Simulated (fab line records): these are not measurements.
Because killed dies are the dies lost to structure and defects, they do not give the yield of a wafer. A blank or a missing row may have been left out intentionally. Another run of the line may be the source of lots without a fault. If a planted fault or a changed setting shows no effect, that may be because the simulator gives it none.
A struck lot beside a sound one    flow nand harc    13 steps out of a route of 1302
Sound: wafers L621.1, L621.2, L621.6. Struck: wafer L620.5 (left out: L620.6, a lot-mate that was not struck); the cause follows at the end.
Per side, at each step with rows, come the tool, then ch with its chambers, and then its first start. Under that, the readings that differ: sound wafers    struck wafers    difference of the means    sigmas: that difference in standard deviations of wafers without a fault.
alike: words and numbers the same on both sides, and readings whose means are apart by under 2 such deviations; not compared: readings that were withheld, readings missing a value for some wafer, numbers with overlapping values and no deviation given by the record, and bounds like >300 which may hide the same value.
The two part at a step that has a row with sigmas, a row that says differs or no value, or rows on one side only. Non-overlapping numbers with no deviation appear without sigmas and do not part them. A reading that every wafer of one side lacks parts them only if that side has two wafers or more.

NHARC_A_BLC_CMP_25: polishes, t overpolish 30 s, target thk 150 nm.
  sound on cmp-02 ch 0,2, day 27 08:41; struck on cmp-01 ch 2, day 26 15:23
  alike: motor current A, overpolish run s, slurry flow ml min, time to endpoint s
  not compared: pad life wafers
next, for these wafers, 1 step has no rows: NHARC_A_BLC_SRD_27.
NHARC_A_BLC_INSPECT_28:
  sound: defect inspect-01 at day 27 09:05; struck: defect inspect-01 at day 26 15:41
  alike: raw defect count
then, 8 steps without rows for these wafers: NHARC_A_M0_DEP_00 (deposits SiOC, target thk 150 nm); NHARC_A_M0_DEHYDRATE_01 (time 120 s); NHARC_A_M0_HMDS_02 (time 30 s); NHARC_A_M0_COAT_33 (time 65 s); NHARC_A_M0_COAT_03 (resist thk 90 nm); NHARC_A_M0_SOFTBAKE_04 (time 55 s); NHARC_A_M0_EBR_05; NHARC_A_M0_EXPOSE_06 (exposes mask A M0, target cd 80 nm).
NHARC_A_M0_PEB_07: peb time 65 s.
  sound on litho track-04 ch 0, day 27 09:47; struck on litho track-06 ch 0, day 26 16:31
reading                   sound              struck  difference  sigmas
heater power total W (W)  156.7 156.0 156.9  197.5   +41.0       +98
then, 1 step without rows for these wafers: NHARC_A_M0_DEVELOP_08 (develop time 35 s).

== WHERE THEY PART ==
Only at NHARC_A_M0_PEB_07, within this record.

WHY: whatever the simulator had introduced
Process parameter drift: litho track-06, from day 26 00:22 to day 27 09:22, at NHARC_A_M0_PEB_07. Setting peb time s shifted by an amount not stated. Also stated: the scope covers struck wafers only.
